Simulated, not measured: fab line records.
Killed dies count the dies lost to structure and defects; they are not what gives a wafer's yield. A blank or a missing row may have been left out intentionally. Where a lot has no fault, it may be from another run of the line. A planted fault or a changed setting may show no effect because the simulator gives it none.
Which tool did it? | flow n5-finfet | 14 lots with 42 wafers sampled at 4 steps, on a route of 1938 steps

== WHAT THE GAUGES SHOWED, per wafer ==
The record holds no reading of a measuring or inspecting step that can be judged against a usual standard deviation.

== TOOL THAT RAN EACH LOT (tool first, then ch and the chambers of the sampled wafers, then the start) ==
lot  | N5_BEOL_M0_SAQP_STRIP_75           | N5_BEOL_M0_CUTY_PEB_55            | N5_BEOL_M0_CUTY_ETCH_62            | N5_BEOL_M0_STRIP_104
L947 | rie-diel-02 ch 0,1,2, day 5 22:38  | litho-track-04 ch 0, day 5 22:58  | rie-diel-05 ch 2,3, day 5 23:09    | rie-diel-06 ch 1,2, day 5 23:47
L949 | rie-diel-01 ch 0,1, day 6 05:56    | litho-track-03 ch 0, day 6 06:08  | rie-diel-04 ch 1,2,3, day 6 06:20  | rie-diel-04 ch 0,1, day 6 06:49
L953 | rie-diel-03 ch 0,1,3, day 7 01:40  | litho-track-05 ch 0, day 7 02:00  | rie-diel-06 ch 0,1,2, day 7 02:24  | rie-diel-04 ch 1,2, day 7 03:46
L954 | rie-diel-01 ch 0,1,3, day 7 11:31  | litho-track-05 ch 0, day 7 11:51  | rie-diel-04 ch 0,2,3, day 7 12:10  | rie-diel-06 ch 0,1, day 7 15:09
L955 | rie-diel-03 ch 0,2,3, day 7 18:55  | litho-track-04 ch 0, day 7 19:15  | rie-diel-06 ch 0,2,3, day 7 19:33  | rie-diel-04 ch 0,1, day 7 23:52
L957 | rie-diel-03 ch 0,2,3, day 8 13:20  | litho-track-05 ch 0, day 8 13:32  | rie-diel-06 ch 2,3, day 8 14:35    | rie-diel-06 ch 0,2,3, day 8 15:14
L958 | rie-diel-02 ch 0,3, day 8 15:19    | litho-track-03 ch 0, day 8 15:40  | rie-diel-04 ch 2,3, day 8 16:11    | rie-diel-05 ch 1,2, day 8 16:47
L959 | rie-diel-03 ch 0,3, day 9 02:56    | litho-track-05 ch 0, day 9 03:15  | rie-diel-06 ch 1,2, day 9 03:26    | rie-diel-04 ch 1,2,3, day 9 04:36
L964 | rie-diel-03 ch 0,1,2, day 9 23:51  | litho-track-03, day 10 00:11      | rie-diel-06 ch 0,2,3, day 10 00:22 | -
L965 | rie-diel-01 ch 0,3, day 10 08:02   | litho-track-04, day 10 08:22      | rie-diel-04 ch 0,2, day 10 08:43   | -
L967 | rie-diel-01 ch 0,2,3, day 10 19:00 | litho-track-04 ch 0, day 10 19:19 | rie-diel-05 ch 0,2, day 10 19:31   | rie-diel-05 ch 0,1, day 10 22:46
L968 | rie-diel-01 ch 0,1,2, day 10 22:52 | litho-track-05 ch 0, day 10 23:04 | rie-diel-04 ch 0,1, day 10 23:41   | rie-diel-06 ch 0,2, day 11 02:15
L969 | rie-diel-02 ch 0,1,2, day 11 09:19 | litho-track-04 ch 0, day 11 09:40 | rie-diel-06 ch 0,1, day 11 10:00   | rie-diel-06 ch 0,3, day 11 10:37
L970 | rie-diel-02 ch 1,3, day 11 11:49   | litho-track-04 ch 0, day 11 12:01 | rie-diel-04 ch 1,3, day 11 12:14   | rie-diel-04 ch 0,1, day 11 14:33
- N5_BEOL_M0_SAQP_STRIP_75: strips in CF4.
- N5_BEOL_M0_CUTY_PEB_55: peb time 60 s.
- N5_BEOL_M0_CUTY_ETCH_62: etches SiARC in CF4, time 58.5 s.
- N5_BEOL_M0_STRIP_104: strips in N2/H2.

== WHAT THE TOOLS THEMSELVES READ (means of the sampled wafers that have a number; where no wafer has one, the mark that the record gives instead) ==
N5_BEOL_M0_SAQP_STRIP_75.
lot  | tool        | drypump-motor-current-A (A) | oes-product-au (a.u.) | rf-vpp-V (V) | showerhead-plenum-p-Torr (Torr) | throttle-valve-pct (%)
L947 | rie-diel-02 | 5.6                         | 0.177                 | 272.0        | 1.80                            | 13.58
L949 | rie-diel-01 | 5.8                         | 0.192                 | 273.9        | 1.87                            | 13.53
L953 | rie-diel-03 | 6.0                         | 0.197                 | 272.3        | 1.81                            | 13.33
L954 | rie-diel-01 | 5.7                         | 0.196                 | 272.2        | 1.85                            | 13.50
L955 | rie-diel-03 | 5.9                         | 0.211                 | 272.1        | 1.83                            | 13.23
L957 | rie-diel-03 | 5.9                         | 0.211                 | 271.9        | 1.83                            | 13.24
L958 | rie-diel-02 | 5.7                         | 0.171                 | 273.0        | 1.85                            | 13.47
L959 | rie-diel-03 | 5.7                         | 0.214                 | 271.5        | 1.80                            | 13.24
L964 | rie-diel-03 | 6.2                         | 0.189                 | 272.6        | 1.83                            | 13.38
L965 | rie-diel-01 | 5.7                         | 0.193                 | 272.5        | 1.87                            | 13.56
L967 | rie-diel-01 | 5.4                         | 0.191                 | 271.6        | 1.82                            | 13.48
L968 | rie-diel-01 | 5.5                         | 0.184                 | 271.6        | 1.81                            | 13.51
L969 | rie-diel-02 | 5.7                         | 0.193                 | 271.1        | 1.78                            | 13.47
L970 | rie-diel-02 | 5.5                         | 0.200                 | 270.8        | 1.79                            | 13.65

N5_BEOL_M0_CUTY_PEB_55.
lot  | tool           | chill-plate-temp-C (C) | exhaust-pa (Pa)
L947 | litho-track-04 | 23.13                  | 45.2
L949 | litho-track-03 | 23.06                  | 44.8
L953 | litho-track-05 | 22.92                  | 44.6
L954 | litho-track-05 | 23.05                  | 44.8
L955 | litho-track-04 | 23.02                  | 46.4
L957 | litho-track-05 | 23.14                  | 45.5
L958 | litho-track-03 | 23.06                  | 46.2
L959 | litho-track-05 | 23.08                  | 45.0
L964 | litho-track-03 | -                      | -
L965 | litho-track-04 | -                      | -
L967 | litho-track-04 | 23.07                  | 44.4
L968 | litho-track-05 | 23.07                  | 44.5
L969 | litho-track-04 | 22.94                  | 46.4
L970 | litho-track-04 | 22.94                  | 44.9

N5_BEOL_M0_CUTY_ETCH_62.
lot  | tool        | drypump-motor-current-A (A) | etch-rf-on-time-s (s) | mfc-ar-sccm (sccm) | oes-product-au (a.u.) | rf-vpp-V (V) | showerhead-plenum-p-Torr (Torr) | throttle-valve-pct (%)
L947 | rie-diel-05 | 5.9                         | 59.0                  | 100.22             | 0.66                  | 184.3        | 2.14                            | 15.50
L949 | rie-diel-04 | 5.8                         | 57.7                  | 99.94              | 0.69                  | 184.1        | 2.18                            | 15.52
L953 | rie-diel-06 | 6.0                         | 58.6                  | 99.88              | 0.68                  | 184.3        | 2.15                            | 15.52
L954 | rie-diel-04 | 5.6                         | 58.1                  | 99.89              | 0.77                  | 183.9        | 2.18                            | 15.46
L955 | rie-diel-06 | 6.0                         | 58.2                  | 99.95              | 0.62                  | 183.6        | 2.08                            | 15.49
L957 | rie-diel-06 | 6.0                         | 58.7                  | 99.98              | 0.63                  | 183.2        | 2.05                            | 15.55
L958 | rie-diel-04 | 5.8                         | 57.5                  | 99.94              | 0.73                  | 184.2        | 2.17                            | 15.55
L959 | rie-diel-06 | 5.9                         | 58.6                  | 100.11             | 0.67                  | 183.5        | 2.12                            | 15.61
L964 | rie-diel-06 | 6.0                         | 57.9                  | 100.02             | 0.62                  | 182.8        | 2.07                            | 15.53
L965 | rie-diel-04 | 5.6                         | 58.6                  | 99.83              | 0.71                  | 184.5        | 2.16                            | 15.61
L967 | rie-diel-05 | 5.6                         | 58.4                  | 100.04             | 0.74                  | 185.2        | 2.20                            | 15.23
L968 | rie-diel-04 | 5.8                         | 58.1                  | 99.94              | 0.71                  | 183.7        | 2.17                            | 15.35
L969 | rie-diel-06 | 6.1                         | 58.5                  | 100.24             | 0.64                  | 184.1        | 2.17                            | 15.51
L970 | rie-diel-04 | 5.7                         | 57.8                  | 100.28             | 0.74                  | 184.5        | 2.18                            | 15.25

N5_BEOL_M0_STRIP_104.
lot  | tool        | drypump-motor-current-A (A) | n2-flow-sccm (sccm) | oes-product-au (a.u.) | rf-vpp-V (V) | showerhead-plenum-p-Torr (Torr) | throttle-valve-pct (%)
L947 | rie-diel-06 | 5.9                         | 200.4               | 0.82                  | 58.2         | 2.52                            | 23.56
L949 | rie-diel-04 | 5.8                         | 200.0               | 0.90                  | 60.5         | 2.59                            | 23.14
L953 | rie-diel-04 | 6.0                         | 199.1               | 0.85                  | 60.0         | 2.58                            | 23.38
L954 | rie-diel-06 | 6.3                         | 200.3               | 0.83                  | 59.4         | 2.64                            | 23.48
L955 | rie-diel-04 | 5.8                         | 200.4               | 0.85                  | 59.1         | 2.58                            | 23.16
L957 | rie-diel-06 | 6.1                         | 199.9               | 0.73                  | 59.7         | 2.46                            | 23.43
L958 | rie-diel-05 | 5.7                         | 200.1               | 0.87                  | 60.1         | 2.61                            | 22.99
L959 | rie-diel-04 | 5.8                         | 200.3               | 0.86                  | 57.4         | 2.58                            | 23.43
L967 | rie-diel-05 | 5.4                         | 200.0               | 0.78                  | 61.7         | 2.66                            | 23.51
L968 | rie-diel-06 | 5.8                         | 200.5               | 0.73                  | 58.9         | 2.50                            | 23.48
L969 | rie-diel-06 | 6.1                         | 199.8               | 0.82                  | 59.4         | 2.59                            | 23.28
L970 | rie-diel-04 | 5.6                         | 200.2               | 0.83                  | 60.7         | 2.56                            | 23.26

== THE ANSWER, worked out from the rows above alone ==
Rule: usual is defined by the lots themselves. The widest of any qualifying gaps counts: lots, ordered by their means at a reading, are off when they make up no more than a third of the lots, leave a main group of 4 or more, and stand apart from it by 3 or more times the standard deviation of that group's means. Not used: any main group whose means are identical at the precision the tables above print for the reading. Also off: a lot with no number at a reading for which 4 or more lots have one. All remaining lots with rows at the step are treated as sound. The gauges are gone through in route order, then the tools' own readings, and for those a lot's mean is taken as printed above. At the first step where some lot is off, the reading lying furthest off is the one used; lots without a number count as furthest.
Off: L964, L965, at N5_BEOL_M0_CUTY_PEB_55 (chill-plate-temp-C). Without a number there: L964, L965. Mean 23.04 C and standard deviation 0.069 in the main group.
If a tool, at that step or one of the process steps before it, ran each lot that is off and ran no sound lot following the first of them, it fits. Of those tried, none fits.

== WHAT THE SIMULATOR HAD INSERTED ==
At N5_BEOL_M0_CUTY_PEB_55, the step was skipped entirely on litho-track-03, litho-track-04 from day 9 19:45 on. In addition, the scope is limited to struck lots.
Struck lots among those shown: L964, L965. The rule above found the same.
